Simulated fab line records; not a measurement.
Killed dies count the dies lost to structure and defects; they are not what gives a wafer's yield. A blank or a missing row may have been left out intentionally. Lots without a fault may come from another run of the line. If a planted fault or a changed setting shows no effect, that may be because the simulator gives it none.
Chamber matching :: flow n5Finfet :: N5_BEOL_M13_ETCH_67 on rieDiel-06: 4 sister chambers
The step etches SiARC in CF4, target depth 143 nm, time 238.3 s. 8 wafers are shown with their chamber, then 7 later ones without.

WAFERS, EACH WITH ITS CHAMBER
wafer: L076.2
chamber: 3
throttleValvePct (%): 16.34
showerheadPlenumPTorr (Torr): 2.06

wafer: L081.2
chamber: 3
throttleValvePct (%): 16.35
showerheadPlenumPTorr (Torr): 2.05

wafer: L082.1
chamber: 1
throttleValvePct (%): 15.95
showerheadPlenumPTorr (Torr): 2.20

wafer: L082.4
chamber: 2
throttleValvePct (%): 15.46
showerheadPlenumPTorr (Torr): 2.14

wafer: L084.2
chamber: 1
throttleValvePct (%): 15.97
showerheadPlenumPTorr (Torr): 2.20

wafer: L084.6
chamber: 0
throttleValvePct (%): 15.54
showerheadPlenumPTorr (Torr): 2.21

wafer: L085.1
chamber: 0
throttleValvePct (%): 15.54
showerheadPlenumPTorr (Torr): 2.20

wafer: L085.3
chamber: 2
throttleValvePct (%): 15.48
showerheadPlenumPTorr (Torr): 2.13

WAFERS WHOSE CHAMBER IS MISSING
wafer: L085.4
throttleValvePct (%): 15.89
showerheadPlenumPTorr (Torr): 2.31

wafer: L089.3
throttleValvePct (%): 15.50
showerheadPlenumPTorr (Torr): 2.13

wafer: L089.4
throttleValvePct (%): 15.91
showerheadPlenumPTorr (Torr): 2.30

wafer: L089.6
throttleValvePct (%): 15.89
showerheadPlenumPTorr (Torr): 2.30

wafer: L092.1
throttleValvePct (%): 15.56
showerheadPlenumPTorr (Torr): 2.20

wafer: L092.4
throttleValvePct (%): 15.50
showerheadPlenumPTorr (Torr): 2.13

wafer: L092.6
throttleValvePct (%): 15.90
showerheadPlenumPTorr (Torr): 2.30

EACH ONE'S CHAMBER
wafer: L085.4
from the rows above: 1
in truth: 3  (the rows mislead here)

wafer: L089.3
from the rows above: 2
in truth: 2

wafer: L089.4
from the rows above: 1
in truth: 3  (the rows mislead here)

wafer: L089.6
from the rows above: 1
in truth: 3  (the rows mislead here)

wafer: L092.1
from the rows above: 0
in truth: 0

wafer: L092.4
from the rows above: 2
in truth: 2

wafer: L092.6
from the rows above: 1
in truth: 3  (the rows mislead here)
Correct placement for 3 of the 7. Not placeable from these rows: 0. 4 placed wrongly.
How it was worked out, from the rows above alone: a wafer's distance from a chamber is the root of the sum, over the readings, of the square of ((its reading less the chamber's mean) divided by the reading's scatter). The wafer belongs to the nearest chamber; if the next one is less than 2 further off, it can't be placed. A chamber's mean is the mean of its shown wafers. How the scatter is found: for the shown wafers, subtract from each reading the mean of its chamber, square and add these, divide the total by (wafers less chambers), then take the root.
